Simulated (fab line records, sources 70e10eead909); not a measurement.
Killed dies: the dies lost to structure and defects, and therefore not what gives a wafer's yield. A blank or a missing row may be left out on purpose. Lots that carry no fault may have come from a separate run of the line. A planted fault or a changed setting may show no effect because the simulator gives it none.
Matching of chambers | flow nand-harc | NHARC_P_M2_PRE_CLEAN_32 on pecvd-04: 3 sister chambers
The step time 12 s. 3 wafers are shown with their chamber, then 7 later ones without.

EACH WAFER AND ITS CHAMBER
wafer  | chamber | heater-power-w (W)
L267.6 | 1       | 574
L275.4 | 2       | 588
L275.5 | 0       | 628

WAFERS MISSING THEIR CHAMBER
wafer  | heater-power-w (W)
L275.6 | 534
L279.2 | 549
L279.5 | 561
L279.6 | 551
L280.1 | 523
L280.4 | 683
L280.5 | 635

EACH ONE'S CHAMBER
wafer  | from the rows above          | in truth
L275.6 | can't be placed: 1 or 2 or 0 | 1
L279.2 | can't be placed: 1 or 2 or 0 | 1
L279.5 | can't be placed: 1 or 2 or 0 | 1
L279.6 | can't be placed: 1 or 2 or 0 | 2
L280.1 | can't be placed: 1 or 2 or 0 | 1
L280.4 | can't be placed: 0 or 2 or 1 | 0
L280.5 | can't be placed: 0 or 2 or 1 | 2
Correct placement for 0 of the 7. Not placeable from these rows: 7 (in 7, the candidates include the true chamber). Wrongly placed: 0.
How it was worked out, from the rows above alone: a wafer's distance from a chamber is the root of the sum, over the readings, of the square of ((its reading less the chamber's mean) divided by the reading's scatter). The wafer belongs to the nearest chamber; if the next one is less than 2 further off, it can't be placed. A chamber's mean is the mean of its shown wafers. The scatter: root of mean squared gap, hidden wafer to nearest shown wafer, with one shown wafer a chamber.
